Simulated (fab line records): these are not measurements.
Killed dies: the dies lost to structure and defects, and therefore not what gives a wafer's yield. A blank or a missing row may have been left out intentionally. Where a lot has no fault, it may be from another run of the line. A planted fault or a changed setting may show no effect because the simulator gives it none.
Chamber matching / flow n5-finfet / N5_FIN_SAQP_ETCH_64 on rie-si-01 has 4 sister chambers
The step etches SiO2 in CF4, target depth 1.5 nm. 7 wafers are shown with their chamber, then 7 later ones without.

== EACH WAFER AND ITS CHAMBER ==
wafer=L084.3; chamber=0; drypump-motor-current-A (A)=5.6; throttle-valve-pct (%)=21.66
wafer=L084.5; chamber=2; drypump-motor-current-A (A)=5.0; throttle-valve-pct (%)=21.68
wafer=L085.2; chamber=3; drypump-motor-current-A (A)=6.2; throttle-valve-pct (%)=21.75
wafer=L085.3; chamber=1; drypump-motor-current-A (A)=6.3; throttle-valve-pct (%)=21.78
wafer=L085.4; chamber=2; drypump-motor-current-A (A)=5.0; throttle-valve-pct (%)=21.69
wafer=L093.1; chamber=0; drypump-motor-current-A (A)=5.5; throttle-valve-pct (%)=21.67
wafer=L093.2; chamber=3; drypump-motor-current-A (A)=6.1; throttle-valve-pct (%)=21.74

== WAFERS MISSING THEIR CHAMBER ==
wafer=L093.4; drypump-motor-current-A (A)=5.1; throttle-valve-pct (%)=21.67
wafer=L095.3; drypump-motor-current-A (A)=6.3; throttle-valve-pct (%)=21.78
wafer=L095.5; drypump-motor-current-A (A)=5.6; throttle-valve-pct (%)=21.64
wafer=L095.6; drypump-motor-current-A (A)=6.1; throttle-valve-pct (%)=21.74
wafer=L097.2; drypump-motor-current-A (A)=5.6; throttle-valve-pct (%)=21.68
wafer=L097.3; drypump-motor-current-A (A)=5.0; throttle-valve-pct (%)=21.67
wafer=L097.5; drypump-motor-current-A (A)=5.0; throttle-valve-pct (%)=21.70

== WHICH CHAMBER EACH WENT THROUGH ==
wafer=L093.4; from the rows above=2; in truth=2
wafer=L095.3; from the rows above=1; in truth=1
wafer=L095.5; from the rows above=0; in truth=0
wafer=L095.6; from the rows above=3; in truth=3
wafer=L097.2; from the rows above=0; in truth=0
wafer=L097.3; from the rows above=2; in truth=2
wafer=L097.5; from the rows above=2; in truth=2
7 of 7 placed correctly. Can't be placed from these rows: 0. Placed wrongly: 0.
How it was worked out, from the rows above alone: a wafer's distance from a chamber is the root of the sum, over the readings, of the square of ((its reading less the chamber's mean) divided by the reading's scatter). If the next closest chamber is less than 2 further off than the closest, the wafer can't be placed; otherwise it belongs to the closest. Each chamber's mean is taken over the wafers shown for it. How the scatter is found: for the shown wafers, subtract from each reading the mean of its chamber, square and add these, divide the total by (wafers less chambers), then take the root.
